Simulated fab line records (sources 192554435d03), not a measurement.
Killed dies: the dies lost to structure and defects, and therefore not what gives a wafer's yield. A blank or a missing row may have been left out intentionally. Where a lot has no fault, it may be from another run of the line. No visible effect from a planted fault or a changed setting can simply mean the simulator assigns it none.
Which tool did it? / flow n5Finfet / 11 lots, 33 wafers sampled, at 3 steps of a route of 1938

== WHAT THE GAUGES SHOWED, per wafer ==
N5_WELL_APT_CD_MEAS_25 targets a cd of 200 nm.
lot=L839; measured=day 2 04:21; on=cdSem-01; cdNm (nm)=201.8 201.8 202.5
lot=L840; measured=day 2 09:02; on=cdSem-02; cdNm (nm)=200.3 200.7 199.5
lot=L841; measured=day 2 15:05; on=cdSem-02; cdNm (nm)=197.6 197.6 198.8
lot=L842; measured=day 2 22:21; on=cdSem-02; cdNm (nm)=202.9 201.3 201.9
lot=L843; measured=day 3 03:13; on=cdSem-01; cdNm (nm)=200.7 199.3 199.1
lot=L844; measured=day 3 09:25; on=cdSem-03; cdNm (nm)=199.8 202.5 201.6
lot=L846; measured=day 3 20:53; on=cdSem-02; cdNm (nm)=200.9 195.9 193.9
lot=L856; measured=day 6 09:05; on=cdSem-03; cdNm (nm)=201.1 201.5 199.9
lot=L857; measured=day 6 15:02; on=cdSem-01; cdNm (nm)=200.4 198.2 201.0
lot=L858; measured=day 6 22:11; on=cdSem-03; cdNm (nm)=196.9 196.8 196.4
lot=L860; measured=day 7 09:29; on=cdSem-01; cdNm (nm)=199.7 199.9 201.0

== WHICH TOOL RAN EACH LOT (tool, then ch and the chambers of the sampled wafers, then the start) ==
lot=L839; N5_ZERO_LAYER_ETCH_18=rieSi-01 ch 0,1,3, day 2 00:58; N5_WELL_APT_EXPOSE_22=krfScanner-02 ch 0, day 2 04:11
lot=L840; N5_ZERO_LAYER_ETCH_18=rieSi-01 ch 0,2,3, day 2 06:50; N5_WELL_APT_EXPOSE_22=krfScanner-01 ch 0, day 2 08:52
lot=L841; N5_ZERO_LAYER_ETCH_18=rieSi-01 ch 0,1,2, day 2 12:48; N5_WELL_APT_EXPOSE_22=krfScanner-02 ch 0, day 2 14:55
lot=L842; N5_ZERO_LAYER_ETCH_18=rieSi-01 ch 0,2,3, day 2 18:52; N5_WELL_APT_EXPOSE_22=krfScanner-01 ch 0, day 2 22:11
lot=L843; N5_ZERO_LAYER_ETCH_18=rieSi-04 ch 0,2,3, day 3 00:56; N5_WELL_APT_EXPOSE_22=krfScanner-02 ch 0, day 3 03:03
lot=L844; N5_ZERO_LAYER_ETCH_18=rieSi-04 ch 0,3, day 3 07:01; N5_WELL_APT_EXPOSE_22=krfScanner-01 ch 0, day 3 09:16
lot=L846; N5_ZERO_LAYER_ETCH_18=rieSi-04 ch 0,1,3, day 3 18:47; N5_WELL_APT_EXPOSE_22=krfScanner-02 ch 0, day 3 20:43
lot=L856; N5_ZERO_LAYER_ETCH_18=rieSi-06 ch 0,2,3, day 6 06:55; N5_WELL_APT_EXPOSE_22=krfScanner-01 ch 0, day 6 08:55
lot=L857; N5_ZERO_LAYER_ETCH_18=rieSi-01 ch 0,2,3, day 6 13:10; N5_WELL_APT_EXPOSE_22=krfScanner-01 ch 0, day 6 14:52
lot=L858; N5_ZERO_LAYER_ETCH_18=rieSi-06 ch 0,1,3, day 6 20:08; N5_WELL_APT_EXPOSE_22=krfScanner-01 ch 0, day 6 22:01
lot=L860; N5_ZERO_LAYER_ETCH_18=rieSi-04 ch 1,2,3, day 7 07:09; N5_WELL_APT_EXPOSE_22=krfScanner-02 ch 0, day 7 09:19
- N5_ZERO_LAYER_ETCH_18: etches Si in HBr/Cl2, target depth 120 nm, time 40 s.
- N5_WELL_APT_EXPOSE_22: exposes mask PWELL, defocus 0 nm, target cd 200 nm.

== THE ANSWER, worked out from the rows above alone ==
Rule: what is usual is taken from the lots themselves. The widest of any qualifying gaps counts: lots, ordered by their means at a reading, are off when they make up no more than a third of the lots, leave a main group of 4 or more, and stand apart from it by 3 or more times the standard deviation of that group's means. A main group is skipped when, at the precision printed for the reading in the tables above, its means are all equal. A lot without any number at a reading at which 4 lots or more have one is off too. The other lots that the step has rows for count as sound.
No lot is off on any of the readings shown, so nothing can be concluded from this.

== WHAT THE SIMULATOR HAD PUT IN ==
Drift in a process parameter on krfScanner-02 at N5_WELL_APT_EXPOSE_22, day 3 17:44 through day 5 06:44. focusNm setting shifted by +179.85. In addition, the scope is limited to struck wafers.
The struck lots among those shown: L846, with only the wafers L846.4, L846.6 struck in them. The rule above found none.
